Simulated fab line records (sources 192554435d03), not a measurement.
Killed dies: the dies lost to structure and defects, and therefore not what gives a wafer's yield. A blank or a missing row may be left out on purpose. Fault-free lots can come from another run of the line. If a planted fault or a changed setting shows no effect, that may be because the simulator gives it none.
Which of the tools did it?    flow n5_finfet    9 lots, 24 wafers sampled, at 5 steps of a route of 1938

## WHAT EACH GAUGE READ, for each wafer
N5_BEOL_M4_RC_MEAS_101. Usual: DIBL_N 35.1 mV/V, standard deviation 1.5; DIBL_P 35.2 mV/V, standard deviation 2; IOFF_N 0.146 nA/um, standard deviation 0.028; IOFF_P 0.20 nA/um, standard deviation 0.036; ION_N 670 uA/um, standard deviation 12; ION_P 462 uA/um, standard deviation 8.2; SS_N 71.2 mV/dec, standard deviation 0.63; SS_P 73.1 mV/dec, standard deviation 0.7; VT_N 250 mV, standard deviation 3.6; VT_P -251 mV, standard deviation 3.3.
lot   measured      on         DIBL_N (mV/V)   DIBL_P (mV/V)   IOFF_N (nA/um)     IOFF_P (nA/um)  ION_N (uA/um)  ION_P (uA/um)  SS_N (mV/dec)   SS_P (mV/dec)   VT_N (mV)    VT_P (mV)       flag
L694  day 9 02:35   prober-02  37.0 36.6       38.1 38.4       0.178 0.183        0.21 0.22       667 674        455 467        71.7 71.6       74.1 74.4       250 246      -252 -251       
L705  day 12 06:50  prober-01  35.0 32.5 33.6  35.7 32.3 33.6  0.131 0.098 0.113  0.18 0.14 0.15  663 652 650    456 454 446    71.4 70.6 70.8  72.8 72.6 72.5  253 256 252  -252 -255 -256  
L706  day 12 08:22  prober-02  36.0 32.7       35.4 31.6       0.151 0.103        0.20 0.15       675 652        464 454        71.0 70.4       73.1 72.0       251 256      -251 -256       
L708  day 13 00:38  prober-01  34.3 36.1       33.0 35.3       0.113 0.139        0.16 0.19       673 674        463 468        70.9 70.2       72.8 73.2       253 251      -253 -253       
L709  day 13 03:50  prober-01  32.4 32.4 35.7  31.6 31.9 36.2  0.116 0.120 0.183  0.19 0.19 0.26  656 666 680    460 462 475    70.9 71.7 71.9  71.7 72.3 73.1  254 252 246  -251 -249 -245  
L710  day 13 06:05  prober-02  33.7 33.3 36.7  32.9 31.6 36.1  0.123 0.114 0.176  0.16 0.14 0.21  668 661 671    457 455 457    70.8 70.4 71.5  71.9 72.7 73.8  251 256 249  -253 -257 -251  
L711  day 14 12:02  prober-01  33.1 32.8 33.7  32.6 33.5 33.0  0.103 0.110 0.116  0.15 0.17 0.16  657 664 670    456 464 451    70.5 70.8 70.2  71.4 72.8 72.3  257 253 253  -255 -253 -255  

## EACH LOT AND THE TOOL THAT RAN IT (in order: tool; ch and the chambers of the sampled wafers; start)
lot   N5_BEOL_M0_SAQP_MANDREL_ETCH_20   N5_BEOL_M0_SAQP_ETCH_107            N5_BEOL_M0_SAQP_SPACER2_ETCHBACK_27  N5_BEOL_M0_SAQP_MANDREL2_REMOVE_110
L694  rie_si-01 ch 2,3, day 6 18:50     rie_diel-01 ch 0,3, day 6 20:59     rie_diel-01 ch 0,3, day 6 21:46      rie_si-06 ch 0,1, day 6 21:52
L702  rie_si-01 ch 0,3, day 9 03:05     rie_diel-01 ch 0,1,3, day 9 05:50   rie_diel-05 ch 1,2, day 9 06:38      rie_si-01 ch 0,1, day 9 06:43
L703  rie_si-04 ch 0,1,3, day 9 06:39   rie_diel-06 ch 2,3, day 9 08:44     rie_diel-06 ch 0,1, day 9 09:32      rie_si-06 ch 0,3, day 9 09:37
L705  rie_si-06 ch 0,2,3, day 9 14:21   rie_diel-01 ch 0,1,3, day 9 17:28   rie_diel-01 ch 0,1,3, day 9 19:05    rie_si-01 ch 1,3, day 9 19:10
L706  rie_si-06 ch 1,2, day 9 17:04     rie_diel-06 ch 0,3, day 9 19:08     rie_diel-05 ch 0,2, day 9 20:21      rie_si-06 ch 0,2, day 9 20:26
L708  rie_si-06 ch 0,1, day 10 03:12    rie_diel-01 ch 1,3, day 10 06:43    rie_diel-01 ch 1,3, day 10 07:32     rie_si-04 ch 1,3, day 10 07:37
L709  rie_si-01 ch 0,1,3, day 10 12:33  rie_diel-06 ch 1,2, day 10 15:09    rie_diel-06 ch 1,3, day 10 15:57     rie_si-06 ch 0,1,3, day 10 16:02
L710  rie_si-06 ch 0,1,3, day 10 20:44  rie_diel-01 ch 0,2,3, day 10 23:31  rie_diel-06 ch 0,1,3, day 11 00:19   rie_si-01 ch 0,1,3, day 11 00:24
L711  rie_si-06 ch 0,2,3, day 11 02:27  rie_diel-05 ch 0,1,3, day 11 05:04  rie_diel-01 ch 0,2,3, day 11 06:08   rie_si-04 ch 0,1,2, day 11 06:14
- N5_BEOL_M0_SAQP_MANDREL_ETCH_20: etches a-Si in HBr/Cl2, stops on SiNx, target depth 60 nm, bt time 10 s, time 30 s.
- N5_BEOL_M0_SAQP_ETCH_107: etches SiNx in CH3F/O2, target depth 30 nm.
- N5_BEOL_M0_SAQP_SPACER2_ETCHBACK_27: etches SiO2 in CHF3/O2, target depth 22.5 nm, time 11.25 s.
- N5_BEOL_M0_SAQP_MANDREL2_REMOVE_110: chemistry HBr/Cl2/O2, target a-Si, stops on SiCN, bt time 10 s.

## AS READ BY THE TOOLS THEMSELVES (means over the sampled wafers that have a number; for cases with no such wafer, the mark the record gives instead)
N5_BEOL_M0_SAQP_MANDREL_ETCH_20. Usual: HBr_flow_sccm 150.1 sccm, standard deviation 0.45; bias_w 75.01 W, standard deviation 0.22; drypump_motor_current_A 5.6 A, standard deviation 0.44; oes_product_au 0.781 a.u., standard deviation 0.013; throttle_valve_pct 35.4 %, standard deviation 0.37.
lot   tool       HBr_flow_sccm (sccm)  bias_w (W)  drypump_motor_current_A (A)  oes_product_au (a.u.)  throttle_valve_pct (%)  flag
L694  rie_si-01  149.7                 75.13       5.5                          0.778                  35.1                    
L702  rie_si-01  150.4                 74.93       5.7                          0.778                  35.4                    
L703  rie_si-04  150.3                 75.09       5.4                          0.777                  35.8                    
L705  rie_si-06  149.8                 75.04       5.8                          0.782                  35.3                    
L706  rie_si-06  150.2                 74.97       5.3                          0.783                  35.0                    
L708  rie_si-06  150.4                 75.16       5.0                          0.790                  35.1                    
L709  rie_si-01  150.0                 74.79       6.0                          0.771                  35.5                    
L710  rie_si-06  149.7                 75.15       5.4                          0.784                  35.3                    
L711  rie_si-06  150.6                 74.86       5.8                          0.775                  35.3                    

N5_BEOL_M0_SAQP_ETCH_107. Usual: CH3F_flow_sccm 30.01 sccm, standard deviation 0.092; O2_flow_sccm 20.00 sccm, standard deviation 0.064; drypump_motor_current_A 5.8 A, standard deviation 0.45; oes_product_au 0.76 a.u., standard deviation 0.087; rf_vpp_V 297 V, standard deviation 5.8; showerhead_plenum_p_Torr 1.99 Torr, standard deviation 0.068; throttle_valve_pct 16.49 %, standard deviation 0.23.
lot   tool         CH3F_flow_sccm (sccm)  O2_flow_sccm (sccm)  drypump_motor_current_A (A)  oes_product_au (a.u.)  rf_vpp_V (V)  showerhead_plenum_p_Torr (Torr)  throttle_valve_pct (%)  flag
L694  rie_diel-01  30.04                  20.09                6.3                          0.71                   295           1.98                             16.56                   
L702  rie_diel-01  -                      -                    -                            -                      -             -                                -                       OFF
L703  rie_diel-06  -                      -                    -                            -                      -             -                                -                       OFF
L705  rie_diel-01  30.10                  19.98                5.8                          0.80                   298           2.00                             16.41                   
L706  rie_diel-06  30.05                  20.06                5.7                          0.79                   298           1.93                             16.55                   
L708  rie_diel-01  29.91                  19.95                5.4                          0.82                   300           2.00                             16.40                   
L709  rie_diel-06  30.00                  19.95                6.1                          0.73                   294           2.00                             16.73                   
L710  rie_diel-01  29.95                  19.96                6.2                          0.80                   294           1.95                             16.34                   
L711  rie_diel-05  30.01                  20.01                5.8                          0.80                   302           2.01                             16.30                   

N5_BEOL_M0_SAQP_SPACER2_ETCHBACK_27. Usual: drypump_motor_current_A 5.8 A, standard deviation 0.49; oes_product_au 0.77 a.u., standard deviation 0.098; rf_vpp_V 524 V, standard deviation 9.9; showerhead_plenum_p_Torr 2.40 Torr, standard deviation 0.08; throttle_valve_pct 19.00 %, standard deviation 0.21.
lot   tool         drypump_motor_current_A (A)  oes_product_au (a.u.)  rf_vpp_V (V)  showerhead_plenum_p_Torr (Torr)  throttle_valve_pct (%)  flag
L694  rie_diel-01  6.3                          0.72                   522           2.38                             19.09                   
L702  rie_diel-05  6.0                          0.97                   540           2.47                             18.61                   
L703  rie_diel-06  5.7                          0.72                   518           2.36                             19.31                   
L705  rie_diel-01  5.8                          0.81                   524           2.41                             18.95                   
L706  rie_diel-05  5.5                          0.80                   520           2.40                             19.00                   
L708  rie_diel-01  5.4                          0.82                   526           2.42                             18.95                   
L709  rie_diel-06  6.1                          0.79                   527           2.45                             19.09                   
L710  rie_diel-06  5.9                          0.86                   528           2.48                             19.01                   
L711  rie_diel-01  6.2                          0.78                   516           2.35                             18.84                   

N5_BEOL_M0_SAQP_MANDREL2_REMOVE_110. Usual: drypump_motor_current_A 5.6 A, standard deviation 0.49; oes_product_au 1.007 a.u., standard deviation 0.014; throttle_valve_pct 36.7 %, standard deviation 0.36.
lot   tool       drypump_motor_current_A (A)  oes_product_au (a.u.)  throttle_valve_pct (%)  flag
L694  rie_si-06  5.0                          1.011                  36.4                    
L702  rie_si-01  6.3                          0.990                  36.9                    
L703  rie_si-06  5.6                          1.005                  36.7                    
L705  rie_si-01  6.0                          1.000                  36.7                    
L706  rie_si-06  5.6                          1.006                  36.5                    
L708  rie_si-04  5.3                          1.002                  37.0                    
L709  rie_si-06  5.4                          1.010                  36.5                    
L710  rie_si-01  6.0                          0.993                  36.8                    
L711  rie_si-04  5.6                          1.021                  37.0                    

## THE ANSWER, worked out from the rows above alone
Rule: take the mean of a lot's wafers that have a number; if it is more than 3 standard deviations from the usual mean, the lot is off. Also off: a lot with no number at a reading for which 4 or more lots have one. The other lots that the step has rows for count as sound. The gauges are gone through in route order, then the tools' own readings, and for those a lot's mean is taken as printed above. At the first step where some lot is off, the reading lying furthest off is the one used; lots without a number count as furthest.
Off: L702, L703, at N5_BEOL_M0_SAQP_ETCH_107 (CH3F_flow_sccm). Without a number there: L702, L703.
A tool fits if, at that step or a process step before it, it ran every lot that is off, and no sound lot after the first of them. No candidate that was tried fits.

## WHAT WAS PUT IN BY THE SIMULATOR
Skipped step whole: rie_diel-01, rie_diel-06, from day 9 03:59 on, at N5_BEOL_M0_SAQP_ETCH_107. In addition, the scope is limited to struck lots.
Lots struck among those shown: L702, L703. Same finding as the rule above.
